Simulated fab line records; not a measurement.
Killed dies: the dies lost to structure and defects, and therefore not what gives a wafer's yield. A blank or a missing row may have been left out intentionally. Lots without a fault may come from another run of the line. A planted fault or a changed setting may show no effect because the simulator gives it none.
fab line records    flow n5-finfet    part 1 of 2: steps 1 to 18 of 27
record lots=5  wafers=15  last-day=17
route steps=1938 shown BEOL_M14@1751 BEOL_M15@1773
lots that met no fault: from a run of the same line without faults
start-h: hours from the record's first day to the start of the lot's first wafer shown    wait-h: hours elapsed since this lot's preceding step    " identical to the entry in the row above    L1.1+2: a single row standing in for several wafers    - no value, or no start given    * or withheld: withheld    < > ~ a bound
route shown NAME@n: a module of which the file shows steps, and the number in the route of the first    usual: average and standard deviation across the fault-free wafers    same: alike in all rows    chamber/n: place in a boat    sites: the reading at each site    _std_site: the standard deviation of these    _edge_site: mean of outer sites minus mean of inner sites    radius-mm: for every site, how far away it sits from the centre of the wafer    mask NAME#n: copy n    behind: the most recent tool/chamber to have shaped the wafer    hold: why the lot went on hold/how many hours it stayed there/how the hold came to an end    device: whichever transistor did not switch (one of n, p or np)    end of line: the route-end tests of the same wafers    a step given without rows: its recipe and nothing more    killed: at the first sort, the dies lost to defects and structure; wafer yield is something else    map: per-die view of a wafer (x killed, . not killed, _ where there is no die)
set.NAME: the setting the step ran with; set.NAME@STEP: the setting that earlier step ran with    model.NAME: the simulator's own value behind a step, which no gauge read
a table for each step, a row for each wafer; lots at some steps of the route
services: the hour from which a tool's chamber was out of use, counted from the record's first day as start-h (under 0 if before that day), plus the number of hours and why
## steps
# step N5_BEOL_M14_ETCH_68
# recipe chemistry=N2/H2  target=SOC  mask-material=SiARC  source-w=3000  bias-w=350  temp-c=40  time-s=450  ion-energy-ev=200  pressure-mtorr=30  n2-flow-sccm=200  h2-flow-sccm=200
# usual bias-w=350.1/1  drypump-motor-current-A=5.7/0.36  oes-product-au=0.81/0.079  rf-fwd-power-W=2994/8.9  rf-vpp-V=523.2/2.3  showerhead-plenum-p-Torr=2.52/0.082  throttle-valve-pct=17.65/0.095
# same time-s=450
lot.wafer  tool         chamber  start-h  wait-h  bias-w  drypump-motor-current-A  oes-product-au  rf-fwd-power-W  rf-hours-counter-h  rf-vpp-V  showerhead-plenum-p-Torr  throttle-valve-pct
L076.1     rie-diel-06  0        248.35   0.1     349.1   5.3                      0.81            2993            75                  527.0     2.69                      17.71
L076.3     "            2        "        "       350.2   5.6                      0.88            2997            40                  521.4     2.48                      17.57
L076.6     "            0        "        "       349.6   5.3                      0.81            2991            -                   527.4     2.69                      17.72
L075.1     rie-diel-06  0        254.45   0.1     348.5   5.3                      0.80            2999            79                  527.7     2.69                      17.71
L075.2     "            1        "        "       350.3   5.6                      0.72            2997            197                 523.5     2.52                      17.63
L075.4     "            0        "        "       348.4   5.3                      0.80            2985            -                   527.8     2.69                      17.71
L081.3     rie-diel-01  2        303.42   0.1     349.2   5.8                      0.82            2990            98                  522.1     2.46                      17.45
L081.4     "            1        "        "       350.1   5.5                      0.93            2987            13                  522.3     2.49                      17.81
L081.6     "            1        "        "       350.8   5.6                      0.93            2992            -                   521.5     2.49                      17.80
L088.2     rie-diel-02  0        344.37   0.1     349.3   5.9                      0.68            2994            224                 525.0     2.61                      17.67
L088.4     "            1        "        "       349.2   5.8                      0.82            3009            -                   521.4     2.47                      17.65
L088.6     "            2        "        "       350.1   5.7                      0.80            2973            -                   521.9     2.46                      17.65
L093.2     rie-diel-02  1        373.82   0.1     349.1   5.8                      0.80            2988            90                  521.9     2.47                      17.67
L093.4     "            1        "        "       351.2   5.8                      0.81            2983            -                   521.9     2.47                      17.67
L093.5     "            0        "        "       350.8   5.9                      0.67            2998            -                   527.0     2.60                      17.68
# step N5_BEOL_M14_STRIP_69
# recipe chemistry=N2/H2  temp-c=40  n2-flow-sccm=200  h2-flow-sccm=200  rf-frequency-hz=6e+07
lot.wafer   tool         chamber  start-h  wait-h
L076.1+3+6  rie-diel-06  0,2,0    248.61   0.1
L075.1+2+4  rie-diel-06  0,1,0    254.72   0.1
L081.3+4+6  rie-diel-01  2,1,1    303.69   0.1
L088.2+4+6  rie-diel-02  0,1,2    344.63   0.1
L093.2+4+5  rie-diel-02  1,1,0    374.08   0.1
# step N5_BEOL_M14_TRENCH_ETCH_34
# recipe chemistry=C4F8/O2/Ar  target=SiO2  target-depth-a=5566.5  mask-material=SOC  he-inner-torr=15  he-outer-torr=30  time-s=126.9  ion-energy-ev=800  pressure-mtorr=20  source-w=1905  bias-w=2040  Ar_flow_sccm=400  C4F8_flow_sccm=16  O2_flow_sccm=12
# usual bias-w=2040/5.8  drypump-motor-current-A=5.7/0.36  he-outer-torr=29.99/0.057  oes_ar_750_au=0.81/0.074  oes-product-au=0.81/0.078  rf-fwd-power-W=1898/5.3  rf-vpp-V=2222/12  showerhead-plenum-p-Torr=3.42/0.1  throttle-valve-pct=30.79/0.16
# same time-s=126.9
lot.wafer  tool         chamber  start-h  wait-h  bias-w  drypump-motor-current-A  he-outer-torr  oes_ar_750_au  oes-product-au  rf-fwd-power-W  rf-hours-counter-h  rf-vpp-V  showerhead-plenum-p-Torr  throttle-valve-pct
L076.1     rie-diel-06  0        248.62   0.0     2039    5.3                      29.96          0.80           0.80            1890            76                  2224      3.63                      30.96
L076.3     "            2        "        "       2026    5.7                      29.96          0.87           0.88            1902            40                  2197      3.36                      30.77
L076.6     "            0        "        "       2046    5.3                      30.00          0.81           0.81            1889            -                   2224      3.63                      30.95
L075.1     rie-diel-06  0        254.73   0.0     2042    5.3                      29.95          0.80           0.80            1906            79                  2223      3.62                      30.96
L075.2     "            1        "        "       2040    5.6                      29.99          0.71           0.71            1891            197                 2219      3.40                      30.61
L075.4     "            0        "        "       2039    5.3                      29.87          0.80           0.80            1892            -                   2223      3.62                      30.94
L081.3     rie-diel-01  2        303.70   0.0     2034    5.8                      29.93          0.81           0.83            1891            98                  2219      3.34                      30.52
L081.4     "            1        "        "       2050    5.5                      30.02          0.92           0.93            1901            13                  2235      3.38                      31.18
L081.6     "            1        "        "       2042    5.5                      30.03          0.91           0.93            1900            -                   2235      3.38                      31.17
L088.2     rie-diel-02  0        344.64   0.0     2041    5.9                      29.99          0.68           0.68            1899            224                 2247      3.53                      30.67
L088.4     "            1        "        "       2045    5.8                      30.01          0.80           0.81            1893            -                   2207      3.34                      30.75
L088.6     "            2        "        "       2042    5.7                      30.03          0.80           0.80            1898            -                   2214      3.33                      30.73
L093.2     rie-diel-02  1        374.09   0.0     2031    5.9                      29.97          0.80           0.80            1896            90                  2207      3.34                      30.78
L093.4     "            1        "        "       2044    5.9                      30.02          0.79           0.79            1899            -                   2206      3.34                      30.77
L093.5     "            0        "        "       2046    5.9                      29.97          0.68           0.67            1902            -                   2246      3.52                      30.67
# step N5_BEOL_M14_STRIP_70
# recipe chemistry=C4F8/O2/Ar  resist=SiARC  rf-frequency-hz=6e+07
lot.wafer   tool         chamber  start-h  wait-h
L076.1+3+6  rie-diel-06  0,2,0    248.74   0.1
L075.1+2+4  rie-diel-06  0,1,0    254.84   0.1
L081.3+4+6  rie-diel-01  2,1,1    303.81   0.1
L088.2+4+6  rie-diel-02  0,1,2    344.76   0.1
L093.2+4+5  rie-diel-02  1,1,0    374.21   0.1
# step N5_BEOL_M14_OCD_MEAS_35
# usual trench-depth-nm=561/6.6
lot.wafer  tool    chamber  start-h  wait-h  trench-depth-nm
L076.1     ocd-02  -        248.78   0.0     567
L076.3     "       -        "        "       569
L076.6     "       -        "        "       564
L075.1     ocd-02  -        254.88   0.0     566
L075.2     "       -        "        "       545
L075.4     "       -        "        "       561
L081.3     ocd-02  -        303.85   0.0     566
L081.4     "       -        "        "       575
L081.6     "       -        "        "       568
L088.2     ocd-02  -        344.80   0.0     557
L088.4     "       -        "        "       553
L088.6     "       -        "        "       563
L093.2     ocd-02  -        374.25   0.0     553
L093.4     "       -        "        "       553
L093.5     "       -        "        "       558
# step N5_BEOL_M14_STRIP_37
# recipe chemistry=O2  power-w=600  temp-c=60  pressure-mtorr=30  rf-frequency-hz=6e+07  bias-power-w=0  overash-fraction=0.3  o2-flow-sccm=225
# usual drypump-motor-current-A=5.7/0.35  o2-flow-sccm=225.0/0.67  oes-product-au=0.80/0.068  rf-vpp-V=3.7/1  showerhead-plenum-p-Torr=2.07/0.066  throttle-valve-pct=16.55/0.13
lot.wafer  tool         chamber  start-h  wait-h  drypump-motor-current-A  o2-flow-sccm  oes-product-au  rf-hours-counter-h  rf-vpp-V  showerhead-plenum-p-Torr  throttle-valve-pct
L076.1     rie-diel-06  0        249.25   0.5     5.3                      224.5         0.78            76                  3.7       2.22                      16.57
L076.3     "            1        "        "       5.6                      223.8         0.72            194                 3.2       2.08                      16.65
L076.6     "            1        "        "       5.6                      224.4         0.72            -                   2.5       2.08                      16.61
L075.1     rie-diel-01  2        256.09   1.2     5.8                      225.2         0.83            84                  2.4       2.05                      16.37
L075.2     "            0        "        "       5.1                      224.7         0.91            28                  3.2       2.04                      16.52
L075.4     "            0        "        "       5.1                      225.2         0.91            -                   3.8       2.04                      16.49
L081.3     rie-diel-02  3        305.83   2.0     5.2                      224.7         0.70            232                 3.9       2.16                      16.64
L081.4     "            0        "        "       5.9                      224.1         0.70            211                 2.7       2.17                      16.56
L081.6     "            2        "        "       5.7                      225.5         0.84            -                   3.6       2.03                      16.44
L088.2     rie-diel-02  1        346.12   1.3     5.8                      225.1         0.80            78                  2.7       2.04                      16.47
L088.4     "            1        "        "       5.8                      226.3         0.80            -                   3.2       2.03                      16.48
L088.6     "            2        "        "       5.6                      224.4         0.81            -                   4.0       2.02                      16.48
L093.2     rie-diel-06  0        374.53   0.3     5.3                      224.2         0.76            119                 1.9       2.20                      16.66
L093.4     "            3        "        "       6.2                      226.9         0.90            37                  4.2       2.23                      16.43
L093.5     "            3        "        "       6.2                      226.1         0.90            -                   2.5       2.23                      16.43
# step N5_BEOL_M14_ETCH_38
# recipe chemistry=CF4/N2  target=SiCN  target-depth-a=1065  taper-deg=2  time-s=120.6  ion-energy-ev=150  mask-material=SiO2  pressure-mtorr=40  source-w=430  bias-w=70  Ar_flow_sccm=100  cf4-flow-sccm=60  n2-flow-sccm=60
# usual bias-w=70.01/0.19  cf4-flow-sccm=60.00/0.17  drypump-motor-current-A=5.7/0.35  oes-product-au=0.80/0.069  rf-fwd-power-W=428.5/1.3  rf-vpp-V=381.8/1.7  showerhead-plenum-p-Torr=2.18/0.064  throttle-valve-pct=15.30/0.12
# same time-s=120.6
lot.wafer  tool         chamber  start-h  wait-h  bias-w  cf4-flow-sccm  drypump-motor-current-A  oes-product-au  rf-fwd-power-W  rf-hours-counter-h  rf-vpp-V  showerhead-plenum-p-Torr  throttle-valve-pct
L076.1     rie-diel-06  0        -        -       69.89   59.89          5.3                      0.81            429.0           76                  385.8     2.33                      15.33
L076.3     "            1        "        "       69.94   60.08          5.6                      0.72            426.9           194                 382.1     2.19                      15.39
L076.6     "            1        "        "       69.98   59.80          5.6                      0.72            430.3           -                   381.5     2.19                      15.38
L075.1     rie-diel-01  2        -        -       69.92   60.07          5.8                      0.82            427.8           84                  380.9     2.14                      15.06
L075.2     "            0        "        "       70.15   60.12          5.2                      0.91            429.0           28                  381.3     2.16                      15.27
L075.4     "            0        "        "       70.10   60.27          5.1                      0.92            429.5           -                   380.2     2.16                      15.26
L081.3     rie-diel-02  3        -        -       69.97   59.93          5.2                      0.70            430.0           232                 385.1     2.27                      15.47
L081.4     "            0        "        "       70.02   59.92          5.9                      0.70            428.6           211                 384.2     2.27                      15.31
L081.6     "            2        "        "       70.01   59.76          5.7                      0.83            428.6           -                   380.9     2.14                      15.23
L088.2     rie-diel-02  1        -        -       70.23   59.81          5.8                      0.81            428.1           78                  381.3     2.14                      15.26
L088.4     "            1        "        "       69.74   60.18          5.9                      0.81            429.6           -                   380.9     2.14                      15.28
L088.6     "            2        "        "       70.03   60.22          5.6                      0.80            429.8           -                   380.1     2.14                      15.26
L093.2     rie-diel-06  0        -        -       69.89   60.01          5.3                      0.75            427.4           119                 384.3     2.31                      15.43
L093.4     "            3        "        "       69.89   60.05          6.1                      0.89            430.0           37                  386.8     2.34                      15.17
L093.5     "            3        "        "       69.95   60.03          6.2                      0.90            428.1           -                   386.3     2.34                      15.19
# step N5_BEOL_M14_PRECLEAN_39
# recipe chemistry=residue-remover  time-s=60  temp-c=40
# same time-s=60
lot.wafer   tool          chamber  start-h  wait-h
L076.1+3+6  wet-bench-05  4,1,5    249.45   -
L075.1+2+4  wet-bench-05  3,0,2    256.29   -
L081.3+4+6  wet-bench-03  4,6,3    306.03   -
L088.2+4+6  wet-bench-04  3,0,2    346.32   -
L093.2+4+5  wet-bench-03  5,0,4    374.73   -
# step N5_BEOL_M14_SRD_40
# recipe time-s=30  temp-c=23  rinse-liquid=diw  dry=n2-spin  spin-rpm=1500  dry-time-s=30
# same time-s=30
lot.wafer   tool          chamber  start-h  wait-h
L076.1+3+6  wet-bench-05  4,1,5    249.47   0.0
L075.1+2+4  wet-bench-05  3,0,2    256.31   0.0
L081.3+4+6  wet-bench-03  4,6,3    306.05   0.0
L088.2+4+6  wet-bench-04  3,0,2    346.34   0.0
L093.2+4+5  wet-bench-03  5,0,4    374.75   0.0
# step N5_BEOL_M14_DEGAS_41
# recipe ambient=vacuum  temp-c=300  time-s=60
# usual heater-power-w=477/53  susceptor-temp-C=299.99/0.2
# same time-s=60
lot.wafer  tool            chamber  start-h  wait-h  heater-power-w  susceptor-temp-C
L076.1     pvd-sputter-01  -        250.21   0.7     393             299.89
L076.3     "               -        "        "       432             300.06
L076.6     "               -        "        "       425             300.07
L075.1     pvd-sputter-01  -        256.37   0.1     415             300.05
L075.2     "               -        "        "       531             299.83
L075.4     "               -        "        "       430             299.93
L081.3     pvd-sputter-01  -        306.49   0.4     432             299.67
L081.4     "               -        "        "       527             299.92
L081.6     "               -        "        "       528             299.73
L088.2     pvd-sputter-03  -        346.84   0.5     508             299.93
L088.4     "               -        "        "       517             299.94
L088.6     "               -        "        "       512             299.77
L093.2     pvd-sputter-03  -        374.99   0.2     386             299.61
L093.4     "               -        "        "       501             299.84
L093.5     "               -        "        "       494             300.07
# step N5_BEOL_M14_PRE_CLEAN_42
# recipe gas=H2/He  time-s=30  temp-c=300
# usual heater-power-w=477/54  susceptor-temp-C=299.99/0.19
# same time-s=30
lot.wafer  tool            chamber  start-h  wait-h  heater-power-w  susceptor-temp-C
L076.1     pvd-sputter-01  -        250.25   0.0     398             299.86
L076.3     "               -        "        "       427             300.09
L076.6     "               -        "        "       439             299.98
L075.1     pvd-sputter-01  -        256.41   0.0     397             300.11
L075.2     "               -        "        "       528             300.39
L075.4     "               -        "        "       440             300.09
L081.3     pvd-sputter-01  -        306.53   0.0     438             299.84
L081.4     "               -        "        "       511             300.07
L081.6     "               -        "        "       528             300.18
L088.2     pvd-sputter-03  -        346.88   0.0     503             299.84
L088.4     "               -        "        "       545             299.99
L088.6     "               -        "        "       499             299.79
L093.2     pvd-sputter-03  -        375.03   0.0     390             299.83
L093.4     "               -        "        "       492             299.84
L093.5     "               -        "        "       507             299.76
# step N5_BEOL_M14_SPUTTER_43
# recipe material=TaN  target-thk-a=150  temp-c=50  bias-v=168.6  power-w=15000  chamber-pressure-pa=0.12  time-s=24.19
# usual bias-v=168.7/1.5  susceptor-temp-C=50.00/0.1  throttle-valve-pct=29.7/1
# same time-s=24.19
lot.wafer  tool            chamber  start-h  wait-h  bias-v  susceptor-temp-C  throttle-valve-pct
L076.1     pvd-sputter-01  -        250.29   0.0     170.0   49.77             28.4
L076.3     "               -        "        "       165.8   50.06             30.3
L076.6     "               -        "        "       166.7   50.00             30.5
L075.1     pvd-sputter-01  -        256.45   0.0     168.7   49.99             28.4
L075.2     "               -        "        "       171.8   49.96             29.7
L075.4     "               -        "        "       167.5   50.16             30.0
L081.3     pvd-sputter-01  -        306.57   0.0     166.8   49.89             30.4
L081.4     "               -        "        "       167.2   49.97             29.9
L081.6     "               -        "        "       169.6   49.91             29.5
L088.2     pvd-sputter-03  -        346.92   0.0     167.1   49.97             29.6
L088.4     "               -        "        "       167.1   50.11             29.6
L088.6     "               -        "        "       168.0   50.01             29.5
L093.2     pvd-sputter-03  -        375.07   0.0     166.5   50.13             29.6
L093.4     "               -        "        "       169.6   50.13             29.4
L093.5     "               -        "        "       167.5   50.06             29.4
# step N5_BEOL_M14_SPUTTER_44
# recipe material=Ta  target-thk-a=150  temp-c=50  bias-v=80  power-w=15000  chamber-pressure-pa=0.07  time-s=24.19
# usual bias-v=80.1/0.8  susceptor-temp-C=50.01/0.11  throttle-valve-pct=29.7/1.1
# same time-s=24.19
lot.wafer  tool            chamber  start-h  wait-h  bias-v  susceptor-temp-C  throttle-valve-pct
L076.1     pvd-sputter-01  -        250.37   0.0     81.2    50.13             28.5
L076.3     "               -        "        "       80.1    50.29             30.2
L076.6     "               -        "        "       80.8    50.14             30.4
L075.1     pvd-sputter-01  -        256.53   0.0     81.7    50.13             28.5
L075.2     "               -        "        "       81.6    49.97             29.7
L075.4     "               -        "        "       80.1    50.06             29.9
L081.3     pvd-sputter-01  -        306.65   0.0     79.8    49.96             29.8
L081.4     "               -        "        "       79.9    50.27             29.4
L081.6     "               -        "        "       79.5    50.19             29.8
L088.2     pvd-sputter-03  -        347.00   0.0     78.6    49.85             29.5
L088.4     "               -        "        "       78.4    49.89             29.6
L088.6     "               -        "        "       78.3    49.89             29.1
L093.2     pvd-sputter-03  -        375.15   0.0     78.9    49.85             29.8
L093.4     "               -        "        "       79.5    50.07             29.2
L093.5     "               -        "        "       80.7    50.14             29.6
# step N5_BEOL_M14_SPUTTER_45
# recipe material=Cu  target-thk-a=1000  temp-c=-20  bias-v=60  power-w=26000  chamber-pressure-pa=0.13  time-s=16.67
# usual bias-v=60.0/0.58  susceptor-temp-C=-19.99/0.11  throttle-valve-pct=29.7/1
# same time-s=16.67
lot.wafer  tool            chamber  start-h  wait-h  bias-v  susceptor-temp-C  throttle-valve-pct
L076.1     pvd-sputter-01  -        250.45   0.0     59.5    -20.01            28.6
L076.3     "               -        "        "       59.5    -19.96            30.3
L076.6     "               -        "        "       60.5    -19.97            30.3
L075.1     pvd-sputter-01  -        256.61   0.0     59.5    -20.05            28.6
L075.2     "               -        "        "       60.0    -20.13            29.7
L075.4     "               -        "        "       59.0    -20.15            30.2
L081.3     pvd-sputter-01  -        306.73   0.0     59.4    -19.90            30.3
L081.4     "               -        "        "       60.0    -20.00            29.6
L081.6     "               -        "        "       59.8    -19.90            29.8
L088.2     pvd-sputter-03  -        347.08   0.0     59.2    -20.11            29.3
L088.4     "               -        "        "       60.5    -20.12            29.5
L088.6     "               -        "        "       59.5    -20.03            29.5
L093.2     pvd-sputter-03  -        375.23   0.0     59.7    -19.93            29.9
L093.4     "               -        "        "       60.0    -19.69            29.3
L093.5     "               -        "        "       60.4    -19.89            29.4
# step N5_BEOL_M14_ECD_47
# recipe material=Cu  target-thk-a=12480
lot.wafer   tool       chamber  start-h  wait-h
L076.1+3+6  ecd-cu-02  1,0,0    250.57   0.1
L075.1+2+4  ecd-cu-02  1,0,1    256.73   0.1
L081.3+4+6  ecd-cu-01  1,0,1    306.91   0.1
L088.2+4+6  ecd-cu-01  0,1,0    347.20   0.1
L093.2+4+5  ecd-cu-02  0,1,0    375.41   0.1
# step N5_BEOL_M14_ANNEAL_48
# recipe temp-c=225  time-s=90  ambient=N2
# usual wafer_temp_C_max=226.1/0.31
# same time-s=90
lot.wafer  tool           chamber  start-h  wait-h  wafer_temp_C_max
L076.1     rtp-anneal-02  0        250.82   0.2     226.1
L076.3     "              0        "        "       226.3
L076.6     "              0        "        "       226.3
L075.1     rtp-anneal-01  0        256.99   0.2     226.4
L075.2     "              0        "        "       226.1
L075.4     "              0        "        "       225.9
L081.3     rtp-anneal-02  0        307.13   0.2     226.1
L081.4     "              0        "        "       225.9
L081.6     "              0        "        "       226.2
L088.2     rtp-anneal-01  0        347.43   0.2     226.0
L088.4     "              0        "        "       225.9
L088.6     "              0        "        "       226.6
L093.2     rtp-anneal-01  0        375.83   0.4     226.0
L093.4     "              0        "        "       226.3
L093.5     "              0        "        "       225.9
# step N5_BEOL_M14_CMP_49
# recipe stop-on=SiO2  t-overpolish-s=5.2  down-force-psi=2  platen-rpm=80  clearing-platen-down-force-psi=2  clearing-platen-rpm=80  post-cmp-clean=cu-alkaline  target-thk-nm=560  clearing-platen-pad-velocity-m-s=1.5917  pad-velocity-m-s=1.5917
# usual barrier-field-endpoint-s=11.30/0.28  clearing-platen-rpm=80.00/0.044  head-pressure-psi=2.000/0.0041  motor-current-A=7.4/0.89  overpolish-run-s=5.200/0.0096  retaining-ring-pressure-frac=1.000/0.005  time-to-endpoint-s=119/4.2
lot.wafer  tool    chamber  start-h  wait-h  barrier-field-endpoint-s  clearing-platen-rpm  head-pressure-psi  motor-current-A  overpolish-run-s  retaining-ring-pressure-frac  time-to-endpoint-s
L076.1     cmp-03  2        252.63   1.8     11.38                     80.00                2.006              7.4              5.216             1.005                         120
L076.3     "       3        "        "       10.86                     80.00                1.999              8.8              5.193             1.003                         115
L076.6     "       2        "        "       11.32                     80.00                2.004              7.9              5.210             0.996                         119
L075.2     cmp-03  3        257.30   0.2     11.06                     79.98                1.993              9.5              5.206             1.013                         116
L075.1     "       1        "        "       11.07                     79.92                1.999              9.2              5.205             0.988                         116
L075.4     "       2        "        "       11.31                     79.97                1.999              7.6              5.188             1.002                         120
L081.3     cmp-04  0        307.38   0.2     11.25                     80.04                2.000              7.1              5.199             1.002                         120
L081.4     "       2        "        "       11.08                     80.06                1.998              7.6              5.199             1.004                         117
L081.6     "       0        "        "       11.32                     79.98                2.003              7.4              5.192             0.998                         119
L088.4     cmp-02  0        347.69   0.1     11.16                     80.01                1.999              8.4              5.204             1.007                         117
L088.2     "       2        "        "       11.41                     80.00                2.000              6.8              5.181             1.008                         118
L088.6     "       0        "        "       10.96                     80.04                1.991              8.7              5.187             1.004                         116
L093.2     cmp-04  3        376.08   0.2     11.35                     80.04                2.000              6.5              5.211             1.003                         117
L093.4     "       2        "        "       11.02                     80.04                1.998              7.5              5.224             0.996                         115
L093.5     "       0        "        "       11.36                     79.97                2.002              6.9              5.219             0.995                         117
# step N5_BEOL_M14_THK_MEAS_50
# recipe thk-meas-gauge=xrf  reads=Cu_of_BEOL_M14_ECD_47
# usual M14_THK=568/7.5
lot.wafer  tool           chamber  start-h  wait-h  M14_THK[nm]
L076.1     film-metro-02  -        252.89   -       578
L076.3     "              -        "        "       578
L076.6     "              -        "        "       574
L075.1     film-metro-01  -        257.60   -       570
L075.2     "              -        "        "       548
L075.4     "              -        "        "       565
L081.3     film-metro-01  -        307.63   -       573
L081.4     "              -        "        "       578
L081.6     "              -        "        "       570
L088.2     film-metro-01  -        347.98   -       555
L088.4     "              -        "        "       553
L088.6     "              -        "        "       561
L093.2     film-metro-01  -        376.38   -       560
L093.4     "              -        "        "       565
L093.5     "              -        "        "       569
